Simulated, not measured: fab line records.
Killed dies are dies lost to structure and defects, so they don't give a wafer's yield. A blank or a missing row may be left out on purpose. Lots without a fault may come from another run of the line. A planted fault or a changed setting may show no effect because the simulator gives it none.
fab line records	flow n5Finfet
[record] lots = 9	wafers = 27	lastDay = 19
route steps=1938 shown BEOL_M2@891 BEOL_M4@1111 PASSIVATION@1936
lots that met no fault: taken from a fault-free run of the same line
startH: start of the lot's first displayed wafer, in hours after the record's first day	waitH: hours since the lot's step before	" same as the row above	L1.1+2: one row covering several wafers at once	- no value, or no start given	* or withheld: withheld	< > ~ a bound
route shown NAME@n: NAME is a module with steps in the file, n the number in the route of the first one	usual: mean/standard deviation taken from wafers without a fault	same: alike in all rows	chamber/n: place in a boat	sites: each site's reading	_std_site: how widely they spread, as a standard deviation	_edge_site: the outer-site mean with the inner-site mean subtracted	radiusMm: for every site, how far away it sits from the centre of the wafer	mask NAME#n: copy n	behind: the last tool/chamber to shape the wafer	hold: why the lot was held/for how many hours/how that ended	device: the n, p or np transistor that did not switch	end of line: the same wafers' tests at the end of the route	step lacking rows: just its recipe	killed: the dies lost at the first sort to structure and to defects; this is not the yield of the wafer	map: dies across one wafer; x = killed, . = not, _ = none there
set.NAME: the setting that was run; set.NAME@STEP: the one run at that earlier step	model.NAME: the simulator's own value behind a step, which no gauge read
one table for each step of the route and one row for each wafer, over a sample of lots
services: from which hour (startH, from the record's first day; less than 0 if before it) a tool's chamber was out of use, for how many hours, and why
[[steps]]
[step N5_BEOL_M2_ETCH_41]
[recipe] chemistry = CH3F/O2	target = SiCN	targetDepthA = 299	taperDeg = 2	timeS = 52.5	ionEnergyEv = 120	maskMaterial = TiN	pressureMtorr = 30	sourceW = 395	biasW = 75	Ar_flow_sccm = 150	CH3F_flow_sccm = 30	O2_flow_sccm = 20
[usual] drypumpMotorCurrentA = 5.7/0.4	oesProductAu = 0.83/0.079	rfVppV = 297.3/1.9	showerheadPlenumPTorr = 2.00/0.094	throttleValvePct = 16.31/0.22
lot.wafer	tool	chamber	startH	waitH	drypumpMotorCurrentA	oesProductAu	rfHoursCounterH	rfVppV	showerheadPlenumPTorr	throttleValvePct
L444.1	rieDiel-01	1	-	-	5.8	0.88	66	297.0	1.95	16.15
L444.3	"	0	"	"	5.6	0.87	30	296.8	1.96	16.25
L444.4	"	1	"	"	5.8	0.87	-	295.8	1.95	16.15
L446.1	rieDiel-05	2	-	-	5.6	0.84	63	299.8	2.10	16.15
L446.4	"	3	"	"	5.5	0.69	249	298.1	2.05	16.64
L446.6	"	2	"	"	5.6	0.84	-	299.8	2.10	16.15
L452.1	rieDiel-03	3	-	-	6.4	0.70	208	296.4	1.97	16.19
L452.2	"	2	"	"	5.7	0.67	247	295.8	1.89	16.66
L452.5	"	1	"	"	5.4	0.86	-	299.6	2.11	16.34
L454.1	rieDiel-05	1	-	-	5.6	0.87	35	296.3	1.96	16.23
L454.4	"	0	"	"	5.5	0.77	137	293.0	1.84	16.67
L454.6	"	0	"	"	5.5	0.76	-	293.5	1.84	16.65
L455.1	rieDiel-01	2	-	-	5.1	0.90	31	295.9	1.94	15.98
L455.2	"	0	"	"	5.6	0.85	47	297.6	1.95	16.27
L455.4	"	1	"	"	5.8	0.85	83	296.1	1.95	16.19
L458.3	rieDiel-03	3	-	-	6.5	0.69	217	297.2	1.97	16.21
L458.4	"	1	"	"	5.5	0.84	81	300.0	2.11	16.37
L458.5	"	2	"	"	5.7	0.95	-	299.0	2.14	16.16
L459.1	rieDiel-05	1	-	-	5.5	0.83	51	296.4	1.96	16.24
L459.3	"	3	"	"	5.5	0.92	18	300.3	2.05	16.27
L459.4	"	2	"	"	5.6	0.80	93	298.2	2.09	16.21
L460.1	rieDiel-01	0	-	-	5.6	0.83	65	296.5	1.95	16.31
L460.3	"	2	"	"	5.1	0.87	50	295.9	1.94	16.01
L460.4	"	1	"	"	5.8	0.84	101	296.3	1.94	16.19
L461.1	rieDiel-01	3	-	-	6.5	0.84	76	299.8	2.13	16.62
L461.3	"	1	"	"	5.8	0.83	103	294.7	1.94	16.21
L461.6	"	1	"	"	5.8	0.83	-	294.4	1.94	16.24
[step N5_BEOL_M2_SPUTTER_79]
[recipe] material = Cu	targetThkA = 45	tempC = -20	chamberPressurePa = 0.07	powerW = withheld	timeS = 8.29
[usual] chamberPressurePa = 0.07/0.00014	chuckGasFlowSccm = 1.26/0.057	susceptorTempC = -20.00/0.1	throttleValvePct = 29.8/1.3
lot.wafer	tool	chamber	startH	waitH	chamberPressurePa	chuckGasFlowSccm	susceptorTempC	throttleValvePct
L444.1	pvdSputter-02	-	203.69	0.1	0.06997	1.32	-19.92	30.3
L444.3	"	-	"	"	0.06971	1.19	-19.76	31.2
L444.4	"	-	"	"	0.05721	1.23	-19.99	31.1
L446.1	pvdSputter-02	-	206.77	0.1	0.07019	1.37	-19.98	30.0
L446.4	"	-	"	"	0.06998	1.33	-20.03	30.0
L446.6	"	-	"	"	0.0572	1.25	-20.20	31.1
L452.1	pvdSputter-03	-	237.18	0.1	0.07004	1.25	-19.97	28.3
L452.2	"	-	"	"	0.06998	1.34	-20.03	28.3
L452.5	"	-	"	"	0.07019	1.28	-20.01	28.3
L454.1	pvdSputter-03	-	240.80	0.1	0.07003	1.26	-19.89	28.4
L454.4	"	-	"	"	0.07031	1.17	-20.24	28.1
L454.6	"	-	"	"	0.07013	1.16	-20.11	30.7
L455.1	pvdSputter-01	-	255.81	0.1	0.06996	1.22	-20.09	30.3
L455.2	"	-	"	"	0.06998	1.22	-19.99	29.2
L455.4	"	-	"	"	0.07013	1.17	-19.96	31.3
L458.3	pvdSputter-02	-	276.02	0.1	0.06987	1.29	-20.03	30.2
L458.4	"	-	"	"	0.07002	1.30	-20.03	28.1
L458.5	"	-	"	"	0.06984	1.18	-19.97	30.3
L459.1	pvdSputter-03	-	291.76	0.1	0.06999	1.20	-19.75	29.8
L459.3	"	-	"	"	0.06981	1.18	-20.01	28.1
L459.4	"	-	"	"	0.06996	1.19	-19.90	28.4
L460.1	pvdSputter-03	-	297.80	0.1	0.06983	1.17	-20.06	28.2
L460.3	"	-	"	"	0.06997	1.27	-20.09	28.1
L460.4	"	-	"	"	0.07016	1.29	-20.11	30.9
L461.1	pvdSputter-02	-	306.23	0.1	0.06991	1.23	-20.15	29.9
L461.3	"	-	"	"	0.07028	1.22	-20.02	29.8
L461.6	"	-	"	"	0.07014	1.31	-20.05	30.1
[step N5_BEOL_M2_SPUTTER_81]
[recipe] material = Cu	targetThkA = 45	tempC = -20	chamberPressurePa = 0.07	powerW = withheld	timeS = 8.29
[usual] chamberPressurePa = 0.07/0.00013	chuckGasFlowSccm = 1.26/0.054	susceptorTempC = -20.00/0.1	throttleValvePct = 29.8/1.3
lot.wafer	tool	chamber	startH	waitH	chamberPressurePa	chuckGasFlowSccm	susceptorTempC	throttleValvePct
L444.1	pvdSputter-02	-	203.91	0.1	0.07012	1.23	-20.01	30.0
L444.3	"	-	"	"	0.07006	1.26	-20.16	31.2
L444.4	"	-	"	"	0.06994	1.34	-19.96	27.9
L446.1	pvdSputter-02	-	206.99	0.1	0.07002	1.31	-20.00	30.3
L446.4	"	-	"	"	0.06983	1.33	-19.86	30.4
L446.6	"	-	"	"	0.06981	1.27	-19.97	28.1
L452.1	pvdSputter-03	-	237.40	0.1	0.07013	1.11	-19.97	28.3
L452.2	"	-	"	"	0.07004	1.29	-20.03	28.0
L452.5	"	-	"	"	0.07006	1.32	-20.10	28.2
L454.1	pvdSputter-03	-	241.02	0.1	0.06999	1.21	-19.80	28.3
L454.4	"	-	"	"	0.07001	1.31	-20.08	28.0
L454.6	"	-	"	"	0.06985	1.26	-19.91	30.9
L455.1	pvdSputter-01	-	256.03	0.1	0.06984	1.30	-19.95	30.5
L455.2	"	-	"	"	0.07002	1.24	-20.09	29.3
L455.4	"	-	"	"	0.06979	1.29	-19.97	31.3
L458.3	pvdSputter-02	-	276.27	0.1	0.0699	1.30	-20.14	30.1
L458.4	"	-	"	"	0.06988	1.28	-20.01	28.2
L458.5	"	-	"	"	0.06998	1.39	-20.09	30.0
L459.1	pvdSputter-03	-	291.98	0.1	0.0698	1.26	-19.92	30.1
L459.3	"	-	"	"	0.07003	1.21	-19.90	28.3
L459.4	"	-	"	"	0.07003	1.21	-19.85	28.0
L460.1	pvdSputter-03	-	298.02	0.1	0.07006	1.30	-19.98	28.3
L460.3	"	-	"	"	0.06998	1.23	-19.99	28.3
L460.4	"	-	"	"	0.06988	1.22	-19.84	30.9
L461.1	pvdSputter-02	-	306.45	0.1	0.06981	1.26	-20.08	29.9
L461.3	"	-	"	"	0.07017	1.31	-19.96	29.9
L461.6	"	-	"	"	0.07003	1.28	-19.92	30.3
[step N5_BEOL_M2_ANNEAL_89]
[recipe] tempC = 400	timeS = 240	ambient = vacuum
[usual] heaterPowerW = 780/74	susceptorTempC = 399.99/0.21
lot.wafer	tool	chamber	startH	waitH	heaterPowerW	susceptorTempC
L444.1	pvdSputter-02	-	204.43	0.0	748	400.16
L444.3	"	-	"	"	643	399.70
L444.4	"	-	"	"	782	399.79
L446.1	pvdSputter-02	-	207.51	0.0	841	400.53
L446.4	"	-	"	"	747	399.98
L446.6	"	-	"	"	806	399.96
L452.1	pvdSputter-03	-	237.92	0.0	805	400.17
L452.2	"	-	"	"	864	399.96
L452.5	"	-	"	"	846	399.83
L454.1	pvdSputter-03	-	241.54	0.0	821	400.24
L454.4	"	-	"	"	846	400.19
L454.6	"	-	"	"	771	400.56
L455.1	pvdSputter-01	-	256.55	0.0	749	399.77
L455.2	"	-	"	"	947	399.78
L455.4	"	-	"	"	638	400.10
L458.3	pvdSputter-02	-	276.85	0.0	748	399.79
L458.4	"	-	"	"	795	400.16
L458.5	"	-	"	"	746	400.00
L459.1	pvdSputter-03	-	292.50	0.0	744	399.91
L459.3	"	-	"	"	853	399.97
L459.4	"	-	"	"	809	399.81
L460.1	pvdSputter-03	-	298.54	0.0	828	399.72
L460.3	"	-	"	"	877	399.84
L460.4	"	-	"	"	757	400.18
L461.1	pvdSputter-02	-	306.97	0.0	864	400.06
L461.3	"	-	"	"	746	400.01
L461.6	"	-	"	"	754	400.07
[step N5_BEOL_M4_RC_MEAS_101]
[usual] DIBL_N = 36.1/1.6	DIBL_P = 35.8/2	IOFF_N = 0.157/0.029	IOFF_P = 0.21/0.034	ION_N = 677/13	ION_P = 465/8.1	SS_N = 71.3/0.61	SS_P = 73.2/0.65	VT_N = 249/3.3	VT_P = -250/3.2
lot.wafer	tool	chamber	startH	waitH	DIBL_N[mV/V]	DIBL_P[mV/V]	IOFF_N[nA/um]	IOFF_P[nA/um]	ION_N[uA/um]	ION_P[uA/um]	SS_N[mV/dec]	SS_P[mV/dec]	VT_N[mV]	VT_P[mV]
L444.1	prober-01	0	240.27	0.0	34.5	34.7	0.136	0.18	683	459	70.8	73.2	250	-252
L444.3	"	0	"	"	35.3	34.3	0.138	0.16	655	444	71.7	73.0	251	-254
L444.4	"	0	"	"	35.4	34.9	0.137	0.17	667	452	71.6	72.5	249	-254
L446.1	prober-01	0	244.86	0.0	35.7	34.9	0.159	0.24	678	474	70.0	72.7	251	-242
L446.4	"	0	"	"	36.1	36.7	0.173	0.28	685	478	70.5	73.2	250	-245
L446.6	"	0	"	"	36.9	36.5	0.179	0.27	678	478	71.5	73.3	248	-244
L452.1	prober-02	0	291.82	0.0	33.8	33.2	0.129	0.17	678	465	70.3	72.9	249	-253
L452.2	"	0	"	"	37.7	38.7	0.219	0.25	695	464	72.5	74.6	243	-246
L452.5	"	0	"	"	32.5	32.0	0.116	0.15	671	461	70.9	72.7	254	-254
L454.1	prober-01	0	292.55	0.3	33.9	34.0	0.114	0.19	666	461	70.4	73.0	253	-250
L454.4	"	0	"	"	35.4	34.9	0.128	0.20	654	456	70.9	72.7	254	-251
L454.6	"	0	"	"	35.3	35.1	0.133	0.21	672	468	70.9	72.8	252	-250
L455.1	prober-01	0	307.68	0.1	36.0	36.3	0.141	0.21	678	466	71.5	74.2	252	-247
L455.2	"	0	"	"	36.1	35.9	0.144	0.22	670	460	71.0	73.0	250	-248
L455.4	"	0	"	"	35.5	35.3	0.136	0.21	664	463	71.3	73.2	253	-248
L458.3	prober-02	0	315.75	0.3	38.4	38.3	0.216	0.26	694	470	71.6	73.8	246	-246
L458.4	"	0	"	"	35.2	34.8	0.145	0.21	676	467	71.3	72.8	251	-248
L458.5	"	0	"	"	35.5	34.9	0.156	0.21	684	465	71.2	72.8	251	-250
L459.1	prober-02	0	321.63	0.0	36.3	36.8	0.149	0.21	681	467	71.3	72.9	248	-253
L459.3	"	0	"	"	34.6	35.0	0.125	0.17	665	463	71.1	73.0	251	-256
L459.4	"	0	"	"	37.7	38.3	0.171	0.22	680	469	71.8	73.6	250	-250
L460.1	prober-02	0	325.05	0.0	37.0	38.1	0.190	0.24	696	478	70.9	74.2	244	-249
L460.3	"	0	"	"	38.2	39.0	0.210	0.25	696	474	71.6	73.7	242	-248
L460.4	"	0	"	"	36.7	37.3	0.182	0.23	685	468	71.7	73.2	248	-246
L461.1	prober-02	0	342.88	0.0	37.4	38.5	0.181	0.25	683	464	72.0	73.1	248	-249
L461.3	"	0	"	"	37.5	37.4	0.181	0.24	694	476	72.1	73.9	246	-248
L461.6	"	0	"	"	36.9	37.8	0.172	0.24	696	480	71.8	73.8	249	-249
[step N5_PASSIVATION_PROBE_49]
[usual] defectLimitedYield = 91.0/1.4	killed_at_M0_to_M3 = 33/11	killed_at_M4_up = 14/5	killedAtContacts = 11/7.3	killedAtFrontEnd = 43/12	killedAtOther = 4/3.1	killedDies = 106/17	killedOnRim = 14/3.8	killedOpen = 69/13	killedShort = 34/8.7	sort_bin_5_function = 5.2/0.96	sort_bin_6_memory = 3.3/0.66	sortNPass = 1074/17	sortYieldPct = 91.0/1.4
[same] grossDies = 1180	killedAtBackSide = 0	sort_bin_4_leakage[%] = 0	sort_bin_8_speed[%] = 0
lot.wafer	tool	chamber	startH	waitH	defectLimitedYield[%]	killed_at_M0_to_M3	killed_at_M4_up	killedAtContacts	killedAtFrontEnd	killedAtOther	killedDies	killedOnRim	killedOpen	killedShort	sort_bin_5_function[%]	sort_bin_6_memory[%]	sortNPass	sortYieldPct[%]
L454.1	prober-01	-	403.89	0.0	90.3	35	14	1	59	6	115	11	75	32	5.3	3.6	1065	90.3
L454.4	prober-01	-	404.04	0.2	92.3	30	11	3	38	9	91	13	62	26	4.6	2.9	1089	92.3
L454.6	prober-01	-	404.14	0.3	90.8	39	17	2	47	4	109	14	77	31	5.8	3.4	1071	90.8
// killed by level:class
L454.1 STI_FIN_REVEAL:geometricParticle:open=24 BEOL_M1:geometricParticle:open=15 STI_FIN_REVEAL:geometricParticle:short=7 BEOL_M3:geometricParticle:open=6 STARTING-WAFER:geometricParticle:short=6 HKMG_FIN:areaEtch=6 BEOL_M0_SAQP:geometricParticle:short=5 BEOL_M0_SAQP:geometricParticle:open=5
L454.4 STI_FIN_REVEAL:geometricParticle:open=20 BEOL_M1:geometricParticle:open=7 BEOL_M3:geometricParticle:open=6 DUMMY_GATE:geometricParticle:open=5 BEOL_M2:geometricParticle:open=5 GATE_CUT:geometricParticle:short=4 BEOL_M0_SAQP:geometricParticle:open=4 MIM_TOP_ETCH:geometricParticle:short=4
L454.6 STI_FIN_REVEAL:geometricParticle:open=13 BEOL_M3:geometricParticle:open=10 GATE_CUT:geometricParticle:short=9 BEOL_M4:geometricParticle:open=8 ILD0:geometricParticle:open=7 BEOL_M0_SAQP:geometricParticle:open=7 BEOL_M2:geometricParticle:open=7 BEOL_M1:geometricParticle:open=6
[[services]]
tool	chamber	startH	hours	kind
rieDiel-05	0	191.10	10.4	repair
rieDiel-01	2	193.46	18.9	repair
rieDiel-03	2	206.92	7.6	repair
rieDiel-05	3	208.59	-	clean
rieDiel-05	3	208.59	-	consumableReplace:focusRing
rieDiel-05	3	208.59	21.5	scheduledDown
rieDiel-05	3	208.59	21.5	ventCycle
rieDiel-03	2	243.45	-	clean
rieDiel-03	2	243.45	-	consumableReplace:focusRing
rieDiel-03	2	243.45	-	consumableReplace:showerhead
rieDiel-03	2	243.45	24.1	scheduledDown
rieDiel-03	2	243.45	24.1	ventCycle
rieDiel-03	-	255.51	15.6	pm
rieDiel-05	-	266.94	15.6	pm
rieDiel-01	-	288.94	2.8	pm
rieDiel-05	0	293.56	3.4	repair
[[key]]
[firstSign] step = N5_BEOL_M2_SPUTTER_79	reading = chamberPressurePa	direction = down	sigmas = 89	usual = 0.07	struck = 0.0572
effect none on later readings
metAt N5_BEOL_M2_SPUTTER_79
struckLots L444,L446
struckWafers L444.4,L446.6
notActingAt N5_BEOL_M2_ETCH_41,N5_BEOL_M2_SPUTTER_81,N5_BEOL_M2_ANNEAL_89
[fault] kind = processParameterDrift	tool = pvdSputter-02	chamber = -	onsetH = 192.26	steps = N5_BEOL_M2_SPUTTER_79	channel = chamberPressurePa	offset = -0.012941	shape = step	endH = 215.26	actsIn = theseRecipesOnly	stated = 0.07	scope = struckWafersOnly
